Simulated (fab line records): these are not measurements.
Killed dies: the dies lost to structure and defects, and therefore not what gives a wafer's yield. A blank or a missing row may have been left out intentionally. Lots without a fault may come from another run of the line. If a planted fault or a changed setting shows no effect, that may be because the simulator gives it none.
Matching of chambers    flow nand harc    NHARC_A_CHANNEL_HOLE_D1_DESCUM_15 on rie diel-03 has 4 sister chambers
The step chemistry O2, time 3 s. 20 wafers are shown with their chamber, then 10 later ones without.

## WAFERS, EACH WITH ITS CHAMBER
wafer   chamber  showerhead plenum p Torr (Torr)  drypump motor current A (A)  rf vpp V (V)
L281.2  1        1.84                             5.49                         56.9
L281.3  3        1.89                             5.63                         58.5
L281.6  0        2.04                             5.67                         57.3
L282.2  0        2.04                             5.65                         58.2
L282.4  1        1.84                             5.49                         58.3
L282.5  0        2.04                             5.65                         57.5
L284.3  3        1.88                             5.62                         58.7
L284.4  0        2.04                             5.66                         58.6
L284.5  0        2.04                             5.64                         58.8
L286.2  3        1.88                             5.59                         58.7
L286.3  2        2.00                             5.96                         58.1
L286.5  2        2.00                             5.99                         58.6
L288.1  1        1.84                             5.49                         56.4
L288.3  2        2.00                             6.01                         58.2
L288.5  3        1.88                             5.62                         57.9
L287.3  1        1.84                             5.50                         55.9
L287.5  3        1.88                             5.57                         56.8
L287.6  2        2.00                             5.99                         57.6
L296.3  0        2.03                             5.65                         58.6
L296.5  2        2.00                             6.00                         56.7

SIGNATURES (means of the wafers above)
reading                   chamber 0  chamber 1  chamber 2  chamber 3  scatter within a chamber
showerhead plenum p Torr  2.0383     1.8400     2.0000     1.8820     0.0032
drypump motor current A   5.6533     5.4925     5.9900     5.6060     0.0168
rf vpp V                  58.167     56.875     57.840     58.120     0.787
Rule: for a wafer and a chamber, the distance is found by dividing, reading by reading, the gap between the wafer's reading and the chamber's mean by the reading's scatter, squaring, summing and taking the root. The wafer belongs to the nearest chamber; if the next one is less than 2 further off, it can't be placed. The scatter: take each reading less its chamber's mean, square it, sum over the shown wafers, divide by the number of wafers less the number of chambers, and take the root.

## WAFERS WHOSE CHAMBER IS MISSING
wafer   showerhead plenum p Torr (Torr)  drypump motor current A (A)  rf vpp V (V)
L296.6  1.88                             5.63                         57.9
L298.2  2.03                             5.65                         57.1
L298.3  1.88                             5.63                         57.6
L298.4  2.00                             6.00                         57.1
L303.1  1.88                             5.58                         57.6
L303.3  2.00                             5.97                         59.8
L303.6  2.00                             5.97                         57.9
L304.1  2.03                             5.63                         57.4
L304.2  2.00                             5.98                         57.6
L304.5  1.99                             6.01                         59.4

## THE CHAMBER EACH PASSED THROUGH
wafer   from the rows above  in truth
L296.6  3                    3
L298.2  0                    0
L298.3  3                    3
L298.4  2                    2
L303.1  3                    3
L303.3  2                    2
L303.6  2                    2
L304.1  0                    0
L304.2  2                    2
L304.5  2                    2
Correct placement for 10 of the 10. Left unplaced by these rows: 0. Placed wrongly: 0.
